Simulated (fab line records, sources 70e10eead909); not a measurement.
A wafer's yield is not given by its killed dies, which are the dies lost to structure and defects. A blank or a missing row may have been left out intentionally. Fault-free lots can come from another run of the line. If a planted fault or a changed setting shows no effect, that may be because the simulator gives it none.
Chamber matching | flow nand_harc | 4 sister chambers for NHARC_A_STAIRCASE_DESCUM_443 on rie_diel-01
The step chemistry O2, time 3 s. 4 wafers are shown with their chamber, then 9 later ones without.

WAFERS PAIRED WITH THEIR CHAMBERS
wafer  | chamber | drypump_motor_current_A (A)
L079.5 | 0       | 5.4
L082.1 | 3       | 6.0
L081.3 | 2       | 5.7
L081.6 | 1       | 5.9

WAFERS WITHOUT THEIR CHAMBER
wafer  | drypump_motor_current_A (A)
L086.2 | 6.0
L086.3 | 5.9
L086.5 | 5.7
L088.2 | 5.4
L088.4 | 5.6
L088.5 | 5.9
L090.3 | 5.9
L090.5 | 6.1
L090.6 | 5.4

EACH ONE'S CHAMBER
wafer  | from the rows above | in truth
L086.2 | 3                   | 3
L086.3 | 1                   | 1
L086.5 | 2                   | 2
L088.2 | 0                   | 0
L088.4 | 2                   | 2
L088.5 | 1                   | 1
L090.3 | 1                   | 1
L090.5 | 3                   | 3
L090.6 | 0                   | 0
Correct placement for 9 of the 9. Left unplaced by these rows: 0. Placed wrongly: 0.
How it was worked out, from the rows above alone: a wafer's distance from a chamber is the root of the sum, over the readings, of the square of ((its reading less the chamber's mean) divided by the reading's scatter). The wafer belongs to the nearest chamber; if the next one is less than 2 further off, it can't be placed. For every chamber, the mean is computed from those of its wafers that are shown. The scatter: root of mean squared gap, hidden wafer to nearest shown wafer, with one shown wafer a chamber.
